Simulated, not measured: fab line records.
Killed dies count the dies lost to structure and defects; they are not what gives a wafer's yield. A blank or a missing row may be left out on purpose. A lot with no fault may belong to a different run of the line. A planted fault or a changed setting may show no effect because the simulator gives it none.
A struck lot beside a sound one | flow nand_harc | 27 steps out of a route of 1302
Sound: the wafers L475.2, L475.3, L475.5. Wafers L463.3, L463.5, L463.6 were the ones struck. The cause comes at the end.
At each step with rows: each side's tool, then ch and its chambers, then its first start. Under that, the readings that differ: sound wafers | struck wafers | difference of the means | sigmas: that difference in standard deviations of wafers without a fault.
alike: readings whose means differ by less than 2 such deviations, and words and numbers that are the same on both sides. not compared: withheld readings, readings that some wafer has no value for, bounds like >300 that may hide the same value, and numbers for which the record gives no deviation and whose values overlap.
Wherever a step has rows on one side only, a row that says differs or no value, or a row with sigmas, the two part there. When numbers do not overlap yet have no deviation, they are printed without sigmas and do not part them. A reading missing from all wafers of one side parts the sides only when that side holds two or more wafers.

NHARC_A_CHANNEL_HOLE_D2_DESCUM_15: chemistry O2, time 3 s.
  sound on rie_diel-04 ch 1,2, day 21 01:35; struck on rie_diel-03 ch 0,3, day 15 14:45
  alike: drypump_motor_current_A, oes_product_au, rf_vpp_V, showerhead_plenum_p_Torr, throttle_valve_pct
  not compared: rf_hours_counter_h
then, 4 steps without rows for these wafers: NHARC_A_CHANNEL_HOLE_D2_ETCH_38 (etches the open film in CF4, target depth 39 nm, time 65 s); NHARC_A_CHANNEL_HOLE_D2_ETCH_39 (etches the open film in N2/H2, target depth 260 nm, time 325 s); NHARC_A_CHANNEL_HOLE_D2_ETCH_34 (etches the open film in CF4/CHF3, target depth 154 nm, time 77 s); NHARC_A_CHANNEL_HOLE_D2_ETCH_16 (etches the open film in O2/COS, target depth 3100 nm, time 806 s).
NHARC_A_CHANNEL_HOLE_D2_CD_MEAS_18:
  sound on cd_sem-01, day 21 02:42; struck on cd_sem-03, day 15 15:51
  alike: cd_nm
then, 1 step without rows for these wafers: NHARC_A_CHANNEL_HOLE_D2_ETCH_19 (etches the open film in C4F8/O2/Ar, time 34.5 s).
NHARC_A_CHANNEL_HOLE_D2_ETCH_20: etches the open film in C4F8/O2/Ar, time 361.9 s, target depth 1600 nm.
  sound on har_etch-02 ch 1, day 21 03:16; struck on har_etch-01 ch 0,1, day 15 16:08
  alike: drypump_motor_current_A, oes_air_line_au, showerhead_plenum_p_Torr, throttle_valve_pct
  not compared: rf_hours_counter_h
NHARC_A_CHANNEL_HOLE_D2_ETCH_21: etches the open film in C4F8/O2/Ar, time 514.3 s, target depth 1600 nm.
  sound on har_etch-02 ch 1, day 21 03:36; struck on har_etch-01 ch 0,1, day 15 16:29
  alike: drypump_motor_current_A, oes_air_line_au, showerhead_plenum_p_Torr, throttle_valve_pct
  not compared: rf_hours_counter_h
NHARC_A_CHANNEL_HOLE_D2_ETCH_22: etches the open film in C4F8/O2/Ar, time 666.7 s, target depth 1600 nm.
  sound on har_etch-02 ch 1, day 21 04:03; struck on har_etch-01 ch 0,1, day 15 16:58
  alike: drypump_motor_current_A, oes_air_line_au, showerhead_plenum_p_Torr, throttle_valve_pct
  not compared: rf_hours_counter_h
NHARC_A_CHANNEL_HOLE_D2_ETCH_23: etches the open film in C4F8/O2/Ar, time 819 s, target depth 1600 nm.
  sound on har_etch-02 ch 1, day 21 04:38; struck on har_etch-01 ch 0,1, day 15 17:35
  alike: drypump_motor_current_A, oes_air_line_au, showerhead_plenum_p_Torr, throttle_valve_pct
  not compared: rf_hours_counter_h
then, 1 step without rows for these wafers: NHARC_A_CHANNEL_HOLE_D2_ETCH_24 (etches the open film in C4F8/O2/Ar, time 906.2 s, target depth 1500 nm).
NHARC_A_CHANNEL_HOLE_D2_ETCH_25: etches the open film in C4F8/O2/Ar, time 1040.2 s, target depth 1500 nm.
  sound on har_etch-02 ch 1, day 21 06:08; struck on har_etch-01 ch 0,1, day 15 19:06
  alike: drypump_motor_current_A, oes_air_line_au, showerhead_plenum_p_Torr, throttle_valve_pct
  not compared: rf_hours_counter_h
then, 9 steps without rows for these wafers: NHARC_A_CHANNEL_HOLE_D2_ETCH_26 (etches the open film in C4F8/O2/Ar, time 224.1 s, target depth 300 nm); NHARC_A_CHANNEL_HOLE_D2_ETCH_27 (etches the open film in C4F8/O2/Ar, time 90 s, target depth 400 nm); NHARC_A_CHANNEL_HOLE_D2_STRIP_41 (strips in N2/H2); NHARC_A_CHANNEL_HOLE_D2_STRIP_42 (strips in CF4/CHF3); NHARC_A_CHANNEL_HOLE_D2_STRIP_43 (strips in O2/COS); NHARC_A_CHANNEL_HOLE_D2_ETCH_44 (etches the open film in CF4/O2, target depth 140 nm, overetch 14 nm, time 77 s); NHARC_A_CHANNEL_HOLE_D2_STRIP_28 (strips in O2); NHARC_A_CHANNEL_HOLE_D2_PRECLEAN_29 (cleans in SC1); NHARC_A_CHANNEL_HOLE_D2_SRD_30.
NHARC_A_CHANNEL_HOLE_D2_CD_MEAS_31:
  sound on cd_sem-01, day 21 08:36; struck on cd_sem-03, day 15 21:25
  alike: cd_nm
next, for these wafers, 1 step has no rows: NHARC_A_CHANNEL_HOLE_D2_XSEM_32.
NHARC_A_CHANNEL_HOLE_D2_INSPECT_40:
  sound on defect_inspect-01, day 21 08:47; struck on defect_inspect-02, day 15 21:36
  reading          | sound       | struck      | difference | sigmas
  raw_defect_count | 138 194 192 | 835 818 890 | +673       | +8
then, 1 step without rows for these wafers: NHARC_A_CHANNEL_FILL_D2_PRECLEAN_00 (cleans in SC1).
-- break in the record here, with 11 days between the starts of the struck wafers on either side (left off in module A_CHANNEL_FILL_D2, picked up again in module END, where the first step shown is number 1302 on the route) --
NHARC_END_SORT_01:
  sound on prober-02 ch 0, day 31 23:23; struck on prober-01 ch 0, day 27 00:55
  reading         | sound    | struck     | difference | sigmas
  killed_at_array | 26 25 34 | 119 143 89 | +89        | +4
  killed_dies     | 30 33 39 | 120 145 92 | +85        | +4
  alike: killed_at_other, killed_at_periphery, killed_open, killed_short

## WHERE THEY PART
Last at NHARC_END_SORT_01 as far as this record goes, first at NHARC_A_CHANNEL_HOLE_D2_INSPECT_40.

WHY: what the simulator had put in
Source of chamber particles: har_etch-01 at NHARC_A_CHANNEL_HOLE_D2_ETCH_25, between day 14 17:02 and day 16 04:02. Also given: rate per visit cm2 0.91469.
